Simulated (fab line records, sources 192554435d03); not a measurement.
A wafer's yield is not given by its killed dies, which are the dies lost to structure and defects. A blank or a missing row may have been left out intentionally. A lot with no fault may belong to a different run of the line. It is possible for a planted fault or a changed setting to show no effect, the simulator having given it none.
The tool behind it: which one?	flow n5_finfet	at 1 step of a route of 1938, 11 lots with 30 wafers sampled

## WHAT THE GAUGES READ, wafer by wafer
N5_BEOL_M14_INSPECT_12: inspects for defects (macro).
lot	measured	on	raw_defect_count
L957	day 10 23:17	defect_inspect-01	5 2 5
L958	day 10 23:33	defect_inspect-01	2 2 1
L959	day 11 06:16	defect_inspect-01	0 0 3
L960	day 11 14:03	defect_inspect-01	2 1 0
L961	day 11 21:25	defect_inspect-01	1 2 3
L962	day 12 06:29	defect_inspect-02	2 1 6
L969	day 14 07:49	defect_inspect-02	3 1
L971	day 14 13:34	defect_inspect-02	5 4
L972	day 14 19:13	defect_inspect-01	3 4
L976	day 16 04:05	defect_inspect-01	1 3 0
L979	day 17 00:46	defect_inspect-01	5 1 2

## WHICH TOOL RAN EACH LOT (tool, then ch and the chambers of the sampled wafers, then the start)
Before these readings, the record contains no process step.

## THE ANSWER, worked out from the rows above alone
Rule: usual is defined by the lots themselves. Put in order of their means at a reading, lots are off if they are a third of the lots or fewer, leave a main group of 4 or more, and stand apart from it by a gap of 3 or more times the standard deviation of the main group's means; of several such gaps the widest counts. A main group is skipped when, at the precision printed for the reading in the tables above, its means are all equal. A lot without any number at a reading at which 4 lots or more have one is off too. The other lots that the step has rows for count as sound.
Across all readings shown, no lot is off: no conclusion can be drawn from this.

## WHAT THE SIMULATOR HAD INSERTED
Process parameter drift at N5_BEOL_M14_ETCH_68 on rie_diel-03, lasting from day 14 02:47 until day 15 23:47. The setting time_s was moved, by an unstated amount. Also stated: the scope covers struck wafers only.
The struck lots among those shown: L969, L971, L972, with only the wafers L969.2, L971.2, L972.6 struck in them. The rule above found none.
